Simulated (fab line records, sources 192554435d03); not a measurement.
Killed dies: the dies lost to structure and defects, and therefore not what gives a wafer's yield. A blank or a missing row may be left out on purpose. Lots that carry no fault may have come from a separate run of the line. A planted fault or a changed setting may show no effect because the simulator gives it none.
fab line records | flow n5_finfet
record: lots: 12 wafers: 36 last_day: 17
route steps=1938 shown BEOL_M9@1436
lots that met no fault: taken from a fault-free run of the same line
start_h: start of the lot's first displayed wafer, in hours after the record's first day | wait_h: hours since the lot's step before | " the same as in the row above | L1.1+2: several wafers, shown together as one row | - no value present, or no start provided | * or withheld: withheld | < > ~ a bound
route shown NAME@n: NAME is a module with steps in the file, n the number in the route of the first one | usual: mean/standard deviation of fault-free wafers | same: alike in all rows | chamber/n: place in a boat | sites: per-site readings | _std_site: the standard deviation of these | _edge_site: inner sites' mean taken away from outer sites' mean | radius_mm: how far each site lies from the wafer's centre | mask NAME#n: copy n | behind: the most recent tool/chamber to have shaped the wafer | hold: cause of the lot's hold/its duration in hours/its outcome | device: transistor that didn't switch, given as n, p or np | end of line: at the end of the route, the tests of the same wafers | for a step that has no rows: nothing shown but its recipe | killed: not the wafer's yield, but the dies lost to structure and defects at the first sort | map: per-die view of a wafer (x killed, . not killed, _ where there is no die)
set.NAME: the run value of the setting; set.NAME@STEP: its run value at that earlier step | model.NAME: the simulator's own value behind a step, which no gauge read
one table for each step of the route and one row for each wafer, over a sample of lots
services: the hour from which a tool's chamber was out of use, counted from the record's first day as start_h (under 0 if before that day), plus the number of hours and why
== steps ==
step: N5_BEOL_M9_INSPECT_30
recipe: mode: adi inspect_instrument: brightfield
usual: raw_defect_count: 397/85
columns lot.wafer tool chamber start_h wait_h raw_defect_count
L179.2 defect_inspect-01 - 216.95 0.0 343
L179.4 " - " " 465
L179.6 " - " " 343
L181.3 defect_inspect-01 - 222.45 0.0 415
L181.4 " - " " 294
L181.5 " - " " 439
L182.1 defect_inspect-01 - 229.04 0.1 357
L182.2 " - " " 438
L182.5 " - " " 342
L183.1 defect_inspect-02 - 236.50 0.1 503
L183.4 " - " " 490
L183.6 " - " " 285
L188.3 defect_inspect-02 - 257.47 0.0 325
L188.4 " - " " 383
L188.6 " - " " 306
L187.3 defect_inspect-02 - 260.11 0.0 364
L187.5 " - " " 602
L187.6 " - " " 432
L192.2 defect_inspect-02 - 288.57 0.0 359
L192.4 " - " " 280
L192.6 " - " " 448
L193.2 defect_inspect-01 - 310.11 0.0 555
L193.4 " - " " 454
L193.6 " - " " 442
L195.2 defect_inspect-02 - 319.29 0.0 342
L195.4 " - " " 332
L195.6 " - " " 324
L196.3 defect_inspect-01 - 321.20 0.0 554
L196.4 " - " " 497
L196.6 " - " " 348
L201.2 defect_inspect-02 - 341.82 0.0 266
L201.4 " - " " 248
L201.5 " - " " 372
L202.2 defect_inspect-02 - 345.12 0.0 431
L202.5 " - " " 430
L202.6 " - " " 588
step: N5_BEOL_M9_DEGAS_44
recipe: ambient: vacuum temp_c: 250 time_s: 60
usual: heater_power_w: 320/33
columns lot.wafer tool chamber start_h wait_h heater_power_w
L179.2 pvd_sputter-03 - 218.47 0.3 300
L179.4 " - " " 317
L179.6 " - " " 295
L181.3 pvd_sputter-01 - 223.63 0.2 307
L181.4 " - " " 371
L181.5 " - " " 369
L182.1 pvd_sputter-01 - 233.05 3.3 269
L182.2 " - " " 339
L182.5 " - " " 364
L183.1 pvd_sputter-01 - 238.11 0.9 315
L183.4 " - " " 342
L183.6 " - " " 277
L188.3 pvd_sputter-03 - 259.08 0.5 294
L188.4 " - " " 321
L188.6 " - " " 292
L187.3 pvd_sputter-01 - 261.41 0.3 278
L187.5 " - " " 377
L187.6 " - " " 271
L192.2 pvd_sputter-03 - 289.92 0.5 301
L192.4 " - " " 283
L192.6 " - " " 281
L193.2 pvd_sputter-03 - 311.62 0.3 323
L193.4 " - " " 299
L193.6 " - " " 318
L195.2 pvd_sputter-03 - 321.10 1.0 284
L195.4 " - " " 302
L195.6 " - " " 298
L196.3 pvd_sputter-03 - 322.46 0.4 300
L196.4 " - " " 284
L196.6 " - " " 300
L201.2 pvd_sputter-03 - 342.84 0.2 286
L201.4 " - " " 313
L201.5 " - " " 331
L202.2 pvd_sputter-02 - 346.22 0.3 394
L202.5 " - " " 395
L202.6 " - " " 343
step: N5_BEOL_M9_PRE_CLEAN_45
recipe: gas: H2/He time_s: 30 temp_c: 250
usual: heater_power_w: 320/33
columns lot.wafer tool chamber start_h wait_h heater_power_w
L179.2 pvd_sputter-03 - 218.51 0.0 306
L179.4 " - " " 324
L179.6 " - " " 305
L181.3 pvd_sputter-01 - 223.68 0.0 307
L181.4 " - " " 363
L181.5 " - " " 378
L182.1 pvd_sputter-01 - 233.09 0.0 273
L182.2 " - " " 335
L182.5 " - " " 363
L183.1 pvd_sputter-01 - 238.15 0.0 304
L183.4 " - " " 337
L183.6 " - " " 272
L188.3 pvd_sputter-03 - 259.12 0.0 286
L188.4 " - " " 324
L188.6 " - " " 288
L187.3 pvd_sputter-01 - 261.45 0.0 276
L187.5 " - " " 362
L187.6 " - " " 284
L192.2 pvd_sputter-03 - 289.96 0.0 293
L192.4 " - " " 288
L192.6 " - " " 282
L193.2 pvd_sputter-03 - 311.66 0.0 339
L193.4 " - " " 296
L193.6 " - " " 315
L195.2 pvd_sputter-03 - 321.14 0.0 281
L195.4 " - " " 304
L195.6 " - " " 305
L196.3 pvd_sputter-03 - 322.50 0.0 309
L196.4 " - " " 279
L196.6 " - " " 306
L201.2 pvd_sputter-03 - 342.88 0.0 282
L201.4 " - " " 320
L201.5 " - " " 326
L202.2 pvd_sputter-02 - 346.26 0.0 417
L202.5 " - " " 408
L202.6 " - " " 342
step: N5_BEOL_M9_CVD_78
recipe: material: Co target_thk_a: 20 temp_c: withheld precursor: CCTBA/H2 pressure_torr: 30 time_s: 138.9
usual: run_length_s: 161.4/0.52
columns lot.wafer tool chamber start_h wait_h run_length_s
L179.2 cvd_co-02 2 218.92 0.0 161.0
L179.4 " 2 " " 161.0
L179.6 " 1 " " 161.5
L181.3 cvd_co-02 2 224.38 0.1 161.5
L181.4 " 1 " " 161.9
L181.5 " 0 " " 161.8
L182.1 cvd_co-01 0 233.57 0.1 162.1
L182.2 " 1 " " 161.1
L182.5 " 2 " " 160.7
L183.1 cvd_co-02 0 238.70 0.1 162.3
L183.4 " 1 " " 161.3
L183.6 " 2 " " 161.4
L188.3 cvd_co-02 0 259.82 0.1 161.8
L188.4 " 2 " " 161.0
L188.6 " 0 " " 161.7
L187.3 cvd_co-01 0 262.12 0.3 161.9
L187.5 " 0 " " 161.3
L187.6 " 1 " " 161.2
L192.2 cvd_co-01 2 290.41 0.1 160.5
L192.4 " 0 " " 161.7
L192.6 " 2 " " 160.9
L193.2 cvd_co-01 1 313.94 0.1 161.8
L193.4 " 1 " " 161.1
L193.6 " 0 " " 162.1
L195.2 cvd_co-01 0 321.79 0.3 161.4
L195.4 " 1 " " 161.1
L195.6 " 2 " " 160.6
L196.3 cvd_co-02 2 322.90 0.0 161.5
L196.4 " 1 " " 162.2
L196.6 " 2 " " 222.5
L201.2 cvd_co-01 1 345.19 0.3 162.0
L201.4 " 0 " " 161.4
L201.5 " 1 " " 161.3
L202.2 cvd_co-01 0 346.68 0.0 161.4
L202.5 " 2 " " 160.5
L202.6 " 0 " " 161.3
== services ==
columns tool chamber start_h hours kind
cvd_co-02 - 209.48 1.7 repair
cvd_co-01 2 213.79 12.7 repair
cvd_co-02 0 215.00 7.3 repair
cvd_co-01 - 234.55 6.9 pm
cvd_co-02 1 266.42 5.5 repair
cvd_co-01 - 271.69 0.7 repair
cvd_co-02 - 293.14 0.9 repair
cvd_co-02 1 333.33 - clean
cvd_co-02 1 333.33 22.0 scheduled_down
cvd_co-02 1 333.33 22.0 vent_cycle
== key ==
first_sign: step: N5_BEOL_M9_CVD_78 reading: run_length_s direction: up sigmas: 99+ usual: * struck: *
effect none on later readings
met_at N5_BEOL_M9_CVD_78
struck_lots L196
struck_wafers L196.6
not_acting_at N5_BEOL_M9_INSPECT_30,N5_BEOL_M9_DEGAS_44,N5_BEOL_M9_PRE_CLEAN_45
onset_between 259.82 322.90
fault: kind: process_parameter_drift tool: cvd_co-02 chamber: - onset_h: 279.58 steps: N5_BEOL_M9_CVD_78 channel: time_s offset: * shape: step end_h: 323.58 scope: struck_wafers_only acts_in: * stated: *
